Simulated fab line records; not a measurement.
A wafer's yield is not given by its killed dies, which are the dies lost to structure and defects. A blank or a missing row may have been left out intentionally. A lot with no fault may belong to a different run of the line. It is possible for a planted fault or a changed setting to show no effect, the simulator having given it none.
Matching of chambers	flow nand_harc	NHARC_A_CHANNEL_HOLE_D1_ETCH_44 on rie_diel-12 has 4 sister chambers
The step etches the open film in CF4/O2, target depth 140 nm, overetch 14 nm, time 77 s. 7 wafers are shown with their chamber, then 8 later ones without.

== WAFERS, EACH WITH ITS CHAMBER ==
wafer	chamber	rf_vpp_V (V)	bias_w (W)
L077.1	0	198.6	100.10
L078.5	1	196.9	99.86
L081.2	1	197.0	99.55
L083.3	3	197.7	99.55
L083.5	3	197.8	99.79
L083.6	2	199.5	100.23
L089.2	2	198.9	100.19

== WAFERS WITHOUT THEIR CHAMBER ==
wafer	rf_vpp_V (V)	bias_w (W)
L089.3	199.7	100.23
L089.6	197.0	100.12
L094.1	199.1	100.02
L094.5	197.7	100.24
L094.6	197.1	100.05
L095.1	200.4	100.28
L095.2	200.0	100.05
L095.6	200.2	100.42

== THE CHAMBER EACH PASSED THROUGH ==
wafer	from the rows above	in truth
L089.3	2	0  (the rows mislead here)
L089.6	can't be placed: 1 or 3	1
L094.1	can't be placed: 2 or 0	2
L094.5	can't be placed: 3 or 0 or 1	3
L094.6	can't be placed: 1 or 3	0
L095.1	2	2
L095.2	2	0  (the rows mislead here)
L095.6	2	2
Placed correctly: 2 of 8. Cannot be placed on the basis of these rows: 4; the candidates contain the true chamber in 3. Wrongly placed: 2.
How it was worked out, from the rows above alone: a wafer's distance from a chamber is the root of the sum, over the readings, of the square of ((its reading less the chamber's mean) divided by the reading's scatter). The wafer belongs to the nearest chamber; if the next one is less than 2 further off, it can't be placed. For every chamber, the mean is computed from those of its wafers that are shown. The scatter: take each reading less its chamber's mean, square it, sum over the shown wafers, divide by the number of wafers less the number of chambers, and take the root.
